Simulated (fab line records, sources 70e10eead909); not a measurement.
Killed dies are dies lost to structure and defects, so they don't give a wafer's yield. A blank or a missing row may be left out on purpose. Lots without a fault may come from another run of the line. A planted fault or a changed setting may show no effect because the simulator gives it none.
A struck lot beside a sound one | flow nand_harc | 24 steps out of a route of 1302
Sound: wafers L760.3, L760.4, L760.6. Struck: wafers L776.1, L776.4, L776.6. The cause comes at the end.
At each step with rows: each side's tool, then ch and its chambers, then its first start. Under that, the readings that differ: sound wafers | struck wafers | difference of the means | sigmas: that difference in standard deviations of wafers without a fault.
alike: readings whose means differ by less than 2 such deviations, and words and numbers that are the same on both sides. not compared: withheld readings, readings that some wafer has no value for, bounds like >300 that may hide the same value, and numbers for which the record gives no deviation and whose values overlap.
The two part at a step that has a row with sigmas, a row that says differs or no value, or rows on one side only. Numbers that don't overlap but have no deviation are shown without sigmas and don't part them. A reading that every wafer of one side lacks parts them only if that side has two wafers or more.

NHARC_A_M0_INSPECT_27:
  sound on defect_inspect-01, day 25 16:05; struck on defect_inspect-02, day 32 23:33
  alike: raw_defect_count
NHARC_A_M0_PRE_CLEAN_31: time 12 s.
  sound on pecvd-04 ch 0,1,2, day 25 16:17; struck on pecvd-02 ch 0,2, day 32 23:38
  alike: heater_power_w
NHARC_A_M0_DEP_32: deposits SiCN, target thk 30 nm.
  sound on pecvd-04 ch 0,1,2, day 25 16:22; struck on pecvd-02 ch 0,2, day 32 23:44
  alike: heater_power_w
then, 8 steps without rows for these wafers: NHARC_A_M1_DEP_00 (deposits SiOC, target thk 182.5 nm); NHARC_A_M1_DEHYDRATE_01 (time 120 s); NHARC_A_M1_HMDS_02 (time 30 s); NHARC_A_M1_COAT_34 (time 65 s); NHARC_A_M1_COAT_03 (resist thk 90 nm); NHARC_A_M1_SOFTBAKE_04 (time 55 s); NHARC_A_M1_EBR_05; NHARC_A_M1_EXPOSE_06 (exposes mask A M1, target cd 120 nm).
NHARC_A_M1_PEB_07: peb time 65 s.
  sound on litho_track-06 ch 0, day 25 17:32; struck on litho_track-06 ch 0, day 33 00:52
  reading                  | sound                | struck            | difference | sigmas
  heater_power_total_W (W) | 156.2 156.2 157.1    | 154.7 154.6 155.2 | -1.7       | -4
  plate_temp_C (C)         | 100.07 100.06 100.14 | 99.32 99.07 99.24 | -0.88      | -6
then, 1 step without rows for these wafers: NHARC_A_M1_DEVELOP_08 (develop time 35 s).
NHARC_A_M1_CD_MEAS_09: target cd 120 nm.
  sound on cd_sem-03 ch 0, day 25 17:37; struck on cd_sem-01 ch 0, day 33 00:56
  reading    | sound             | struck            | difference | sigmas
  cd_nm (nm) | 119.7 119.4 119.8 | 117.9 117.8 117.3 | -2.0       | -3
NHARC_A_M1_OVL_MEAS_10: pitch 240 nm.
  sound on overlay-02, day 25 17:41; struck on overlay-01, day 33 01:02
  reading           | sound          | struck      | difference | sigmas
  overlay_x_nm (nm) | 0.2 -0.3 0.3   | 1.8 2.0 2.0 | +1.9       | +2
  overlay_y_nm (nm) | -1.1 -1.0 -1.3 | 1.8 1.8 1.1 | +2.7       | +3
NHARC_A_M1_INSPECT_11:
  sound on defect_inspect-01, day 25 17:44; struck on defect_inspect-02, day 33 01:04
  alike: raw_defect_count
NHARC_A_M1_DESCUM_14: chemistry O2, time 3 s.
  sound on rie_diel-05 ch 0,3, day 25 17:47; struck on rie_diel-02 ch 0,3, day 33 01:09
  reading               | sound           | struck          | difference | sigmas
  model.A_M1.cd_nm (nm) | 119.9 118.7 119 | 118.5 118.1 118 | -1.0       |
  alike: drypump_motor_current_A, oes_product_au, rf_vpp_V, showerhead_plenum_p_Torr, throttle_valve_pct
  not compared: rf_hours_counter_h
NHARC_A_M1_ETCH_35: etches the open film in N2/H2, target depth 40 nm, overetch 12 nm, time 43.94 s.
  sound on rie_diel-05 ch 1,2,3, day 25 17:53; struck on rie_diel-02 ch 1,3, day 33 01:14
  alike: drypump_motor_current_A, n2_flow_sccm, oes_product_au, rf_vpp_V, showerhead_plenum_p_Torr, throttle_valve_pct
  not compared: rf_hours_counter_h
NHARC_A_M1_ETCH_15: etches the open film in C4F8/Ar, target depth 182.5 nm, time 91.2 s.
  sound on rie_diel-05 ch 1,3; struck on rie_diel-02 ch 0,1
  alike: oes_product_au, rf_vpp_V
  not compared: rf_hours_counter_h
NHARC_A_M1_CD_MEAS_16:
  sound on cd_sem-02, day 25 18:06; struck on cd_sem-03, day 33 01:29
  alike: cd_nm
NHARC_A_M1_STRIP_18: strips in N2/H2.
  sound on rie_diel-02 ch 0,2, day 25 18:12; struck on rie_diel-02 ch 1,3, day 33 01:33
  reading                         | sound          | struck         | difference | sigmas
  drypump_motor_current_A (A)     | 5.1 4.9 5.1    | 6.4 6.1 6.5    | +1.3       | +2
  showerhead_plenum_p_Torr (Torr) | 1.93 2.02 1.93 | 2.12 2.12 2.12 | +0.16      | +2
  alike: n2_flow_sccm, oes_product_au, rf_vpp_V, throttle_valve_pct
  not compared: rf_hours_counter_h
NHARC_A_M1_ETCH_28: etches the open film in CF4/N2, target depth 30 nm, time 72.99 s.
  sound on rie_diel-02 ch 0,1; struck on rie_diel-02 ch 0,3
  reading               | sound             | struck            | difference | sigmas
  model.A_M1.cd_nm (nm) | 119.7 118.8 119.1 | 118.5 118.4 118.3 | -0.8       |
  alike: drypump_motor_current_A, n2_flow_sccm, oes_product_au, rf_vpp_V, showerhead_plenum_p_Torr, throttle_valve_pct
  not compared: rf_hours_counter_h
then, 1 step without rows for these wafers: NHARC_A_M1_STRIP_19 (strips in post etch residue remover, time 600 s).
NHARC_END_SORT_01:
  the record has rows for the sound wafers here (prober-01 ch 0, day 27 07:58) and none for the struck ones

WHERE THEY PART
First at NHARC_A_M1_PEB_07; last, within this record, at NHARC_END_SORT_01.

WHY: what the simulator had put in
Process parameter drift: litho_track-06, from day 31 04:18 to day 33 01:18, at NHARC_A_M1_PEB_07. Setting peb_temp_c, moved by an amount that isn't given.
